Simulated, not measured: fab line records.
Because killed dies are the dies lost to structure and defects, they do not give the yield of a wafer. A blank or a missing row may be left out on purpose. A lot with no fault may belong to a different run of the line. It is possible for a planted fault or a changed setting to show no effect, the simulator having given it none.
Matching of chambers / flow nand harc / wet bench-03 running NHARC_P_ZERO_WELL_STRIP_28: 7 sister chambers
The step strips in SPM, time 840 s. 14 wafers are shown with their chamber, then 6 later ones without.

## WAFERS WITH THEIR CHAMBER
wafer=L465.1; chamber=1; bath guard temp C (C)=130.4; temp c (C)=129.97
wafer=L465.4; chamber=7; bath guard temp C (C)=130.4; temp c (C)=129.93
wafer=L465.6; chamber=3; bath guard temp C (C)=130.4; temp c (C)=130.13
wafer=L466.3; chamber=5; bath guard temp C (C)=129.3; temp c (C)=130.04
wafer=L466.5; chamber=0; bath guard temp C (C)=130.0; temp c (C)=130.06
wafer=L466.6; chamber=7; bath guard temp C (C)=130.4; temp c (C)=130.11
wafer=L479.3; chamber=1; bath guard temp C (C)=130.0; temp c (C)=130.12
wafer=L479.4; chamber=7; bath guard temp C (C)=130.6; temp c (C)=130.30
wafer=L479.6; chamber=4; bath guard temp C (C)=130.8; temp c (C)=130.03
wafer=L480.2; chamber=4; bath guard temp C (C)=130.8; temp c (C)=130.02
wafer=L480.3; chamber=3; bath guard temp C (C)=129.5; temp c (C)=130.19
wafer=L480.6; chamber=2; bath guard temp C (C)=129.9; temp c (C)=130.04
wafer=L481.1; chamber=7; bath guard temp C (C)=130.4; temp c (C)=129.86
wafer=L481.2; chamber=4; bath guard temp C (C)=130.4; temp c (C)=129.94

SIGNATURES, as means of the wafers listed above
reading=bath guard temp C; chamber 0=130.000; chamber 1=130.200; chamber 2=129.900; chamber 3=129.950; chamber 4=130.667; chamber 5=129.300; chamber 7=130.450; scatter within a chamber=0.298
reading=temp c; chamber 0=130.0600; chamber 1=130.0450; chamber 2=130.0400; chamber 3=130.1600; chamber 4=129.9967; chamber 5=130.0400; chamber 7=130.0500; scatter within a chamber=0.139
Rule: distance of a wafer from a chamber = root of the sum over the readings of ((wafer's reading minus chamber's mean) / reading's scatter) squared. If the next closest chamber is less than 2 further off than the closest, the wafer can't be placed; otherwise it belongs to the closest. The scatter: take each reading less its chamber's mean, square it, sum over the shown wafers, divide by the number of wafers less the number of chambers, and take the root.

## WAFERS WITHOUT THEIR CHAMBER
wafer=L481.3; bath guard temp C (C)=130.3; temp c (C)=129.98
wafer=L483.1; bath guard temp C (C)=130.0; temp c (C)=130.06
wafer=L483.2; bath guard temp C (C)=129.0; temp c (C)=130.12
wafer=L483.5; bath guard temp C (C)=130.2; temp c (C)=130.06
wafer=L488.2; bath guard temp C (C)=130.2; temp c (C)=129.97
wafer=L488.6; bath guard temp C (C)=129.9; temp c (C)=130.04

## CHAMBER TAKEN BY EACH
wafer=L481.3; from the rows above=can't be placed: 1 or 7 or 0 or 4 or 2 or 3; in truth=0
wafer=L483.1; from the rows above=can't be placed: 0 or 2 or 1 or 3 or 7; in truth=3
wafer=L483.2; from the rows above=can't be placed: 5 or 2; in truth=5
wafer=L483.5; from the rows above=can't be placed: 1 or 0 or 7 or 2 or 3 or 4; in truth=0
wafer=L488.2; from the rows above=can't be placed: 1 or 0 or 7 or 2 or 4 or 3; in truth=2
wafer=L488.6; from the rows above=can't be placed: 2 or 0 or 3 or 1 or 7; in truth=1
Correct placement for 0 of the 6. Not placeable from these rows: 6 (in 6, the candidates include the true chamber). Placed wrongly: 0.
